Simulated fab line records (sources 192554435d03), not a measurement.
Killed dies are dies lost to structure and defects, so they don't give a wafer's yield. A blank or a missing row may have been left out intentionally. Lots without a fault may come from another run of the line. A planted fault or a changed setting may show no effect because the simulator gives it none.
Lot-split experiment | flow n5_finfet | 7 lots, 21 wafers read, on a route of 1938 steps

ON THE SPLIT
At N5_SD_EPI_N_EPI_21 (deposits Si:P, time 690 s), the setting time_s was moved away from the recipe's 690 s on 3 of the 21 wafers read, by -18.8% to +11.9%. For the rest of the wafers, this setting stayed at what the recipe calls for.

The reading comes from the split's own step.

THE READING
Si-P_of_SD_EPI_N_EPI_21.thk_nm (the simulator's own value, which no gauge read), in nm, at N5_SD_EPI_N_EPI_21 (deposits Si:P, time 690 s). The file does not state a usual value for it. Average 59.2 nm, standard deviation 0.7 nm, over the 18 wafers here run with the recipe.

wafer  | tool, chamber at the split | time_s as run, s | against the recipe | Si-P_of_SD_EPI_N_EPI_21.thk_nm, nm | against lot-mates on the recipe
L080.3 | epi_rpcvd-04, 0            | 690              | recipe             | 58.4                               | -
L080.5 | epi_rpcvd-04, 0            | 690              | recipe             | 58.2                               | -
L080.6 | epi_rpcvd-04, 0            | 690              | recipe             | 58.2                               | -
L082.4 | epi_rpcvd-02, 0            | 690              | recipe             | 59.6                               | -
L082.5 | epi_rpcvd-02, 0            | 690              | recipe             | 60                                 | -
L082.6 | epi_rpcvd-02, 0            | 772              | +11.9%             | 64.4                               | +4.6
L083.3 | epi_rpcvd-01, 0            | 690              | recipe             | 60                                 | -
L083.4 | epi_rpcvd-01, 0            | 610.1            | -11.6%             | 54.6                               | -5.3
L083.5 | epi_rpcvd-01, 0            | 690              | recipe             | 59.8                               | -
L084.1 | epi_rpcvd-01, 0            | 690              | recipe             | 60.6                               | -
L084.3 | epi_rpcvd-01, 0            | 690              | recipe             | 59.2                               | -
L084.4 | epi_rpcvd-01, 0            | 690              | recipe             | 59.4                               | -
L086.1 | epi_rpcvd-01, 0            | 690              | recipe             | 59.8                               | -
L086.4 | epi_rpcvd-01, 0            | 690              | recipe             | 59.4                               | -
L086.6 | epi_rpcvd-01, 0            | 690              | recipe             | 58.8                               | -
L092.1 | epi_rpcvd-02, 0            | 690              | recipe             | 59.4                               | -
L092.3 | epi_rpcvd-02, 0            | 560.4            | -18.8%             | 51.2                               | -7.7
L092.4 | epi_rpcvd-02, 0            | 690              | recipe             | 58.4                               | -
L097.2 | epi_rpcvd-02, 0            | 690              | recipe             | 58.8                               | -
L097.4 | epi_rpcvd-02, 0            | 690              | recipe             | 58.2                               | -
L097.6 | epi_rpcvd-02, 0            | 690              | recipe             | 59                                 | -

FIT RESULTS
A straight line over all 21 wafers: Si-P_of_SD_EPI_N_EPI_21.thk_nm changes by +0.422 nm for each +1% of time_s; r = +0.96; the points scatter about the line by 0.69 nm.
The same after taking each lot's own level away (the mean of its wafers on the recipe; 21 wafers): +0.414 nm for each +1%; r = +0.99; scatter 0.39 nm.
The reading moves by 7.8 nm for the largest change in time_s, on that fit.
Measured against the standard deviation above, the lots' own levels, which go from 58.27 to 59.90 nm, span 2.3 times it.
The two slopes are in agreement: the lot-to-lot level therefore moves the slope only a little.
Check: with one of the wafers moved furthest among these (-18.8%) left out of the fit, the line predicts -7.96 nm for it against its lot-mates. Against them it came out at -7.7 nm.

ADDITIONAL SPLITS CARRIED BY THESE WAFERS
These wafers also went through other splits before the reading. Each is held against what the fit with the lots' levels taken away leaves over:
other split on the same wafers | wafers away from the commonest value | r with Si-P_of_SD_EPI_N_EPI_21.thk_nm (lot level and that fit taken away)
N5_WELL_APT_COAT_02 spin_rpm   | 9                                    | -0.19
N5_FIN_SAQP_PEB_14 peb_time_s  | 4                                    | -0.16
N5_DUMMY_GATE_COAT_28 spin_rpm | 6                                    | +0.08

THE WHOLE CHAIN: every reading that the file lists as answering this split, in the file's order
step                    | what it does              | reading                                                                         | change (the file's fit)               | r (the file's)
N5_SD_EPI_N_EPI_21      | deposits Si:P, time 690 s | Si-P_of_SD_EPI_N_EPI_21.thk_nm (the simulator's own value, which no gauge read) | +0.415 nm for each +1% of the setting | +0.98
N5_SD_EPI_N_EPI_MEAS_23 |                           | thk_nm                                                                          | withheld for each +1% of the setting  | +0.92

THE FILE'S OWN FIT
Si-P_of_SD_EPI_N_EPI_21.thk_nm changes by +0.415 nm for each +1% of time_s, r = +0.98.
